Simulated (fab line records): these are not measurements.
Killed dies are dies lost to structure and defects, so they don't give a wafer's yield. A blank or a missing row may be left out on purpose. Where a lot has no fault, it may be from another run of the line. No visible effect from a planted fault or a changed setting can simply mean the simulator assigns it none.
Matching of chambers	flow n5Finfet	N5_BEOL_M1_ETCH_70 on rieDiel-03 has 4 sister chambers
The step etches SOC in N2/H2, target depth 80 nm, overetch 16 nm, time 120 s. 4 wafers are shown with their chamber, then 7 later ones without.

## WAFERS WITH THEIR CHAMBER
wafer	chamber	drypumpMotorCurrentA (A)
L345.3	1	6.31
L353.5	2	5.72
L354.3	3	5.46
L354.4	0	5.62

## WAFERS MISSING THEIR CHAMBER
wafer	drypumpMotorCurrentA (A)
L354.5	5.62
L352.1	6.34
L352.2	5.74
L352.5	5.48
L356.2	5.65
L356.4	5.71
L356.6	6.34

## WHICH CHAMBER EACH ONE RAN IN
wafer	from the rows above	in truth
L354.5	0	0
L352.1	1	1
L352.2	2	2
L352.5	3	3
L356.2	can't be placed: 0 or 2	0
L356.4	2	2
L356.6	1	1
Placed correctly: 6 of 7. Cannot be placed on the basis of these rows: 1; the candidates contain the true chamber in 1. Wrongly placed: 0.
How it was worked out, from the rows above alone: a wafer's distance from a chamber is the root of the sum, over the readings, of the square of ((its reading less the chamber's mean) divided by the reading's scatter). If the next closest chamber is less than 2 further off than the closest, the wafer can't be placed; otherwise it belongs to the closest. The mean given for a chamber averages the wafers shown for that chamber. The scatter: with one shown wafer a chamber, the root of the mean of the squares of how far each hidden wafer lies from its nearest shown one.
